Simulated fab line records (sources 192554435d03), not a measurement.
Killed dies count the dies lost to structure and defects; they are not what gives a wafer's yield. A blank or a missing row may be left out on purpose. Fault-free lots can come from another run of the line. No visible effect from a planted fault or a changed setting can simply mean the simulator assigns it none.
Chamber matching    flow n5 finfet    3 sister chambers for N5_MIM_TOP_ETCH_PECVD_03 on pecvd-04
The step deposits SiNx from SiH4/NH3/N2, target thk 20 nm, time 17.6 s. 3 wafers are shown with their chamber, then 7 later ones without.

WAFERS PAIRED WITH THEIR CHAMBERS
wafer   chamber  throttle valve pct (%)
L079.2  0        45.0
L083.5  1        37.7
L094.4  2        39.4

WAFERS WITHOUT THEIR CHAMBER
wafer   throttle valve pct (%)
L094.6  45.1
L095.2  36.4
L095.3  45.1
L095.6  39.7
L096.1  36.5
L096.2  45.3
L096.5  45.1

WHICH CHAMBER EACH WENT THROUGH
wafer   from the rows above  in truth
L094.6  0                    0
L095.2  1                    1
L095.3  0                    0
L095.6  2                    2
L096.1  1                    1
L096.2  0                    0
L096.5  0                    0
Correct placement for 7 of the 7. Not placeable from these rows: 0. 0 placed wrongly.
How it was worked out, from the rows above alone: a wafer's distance from a chamber is the root of the sum, over the readings, of the square of ((its reading less the chamber's mean) divided by the reading's scatter). The wafer belongs to the nearest chamber; if the next one is less than 2 further off, it can't be placed. For every chamber, the mean is computed from those of its wafers that are shown. The scatter: root of mean squared gap, hidden wafer to nearest shown wafer, with one shown wafer a chamber.
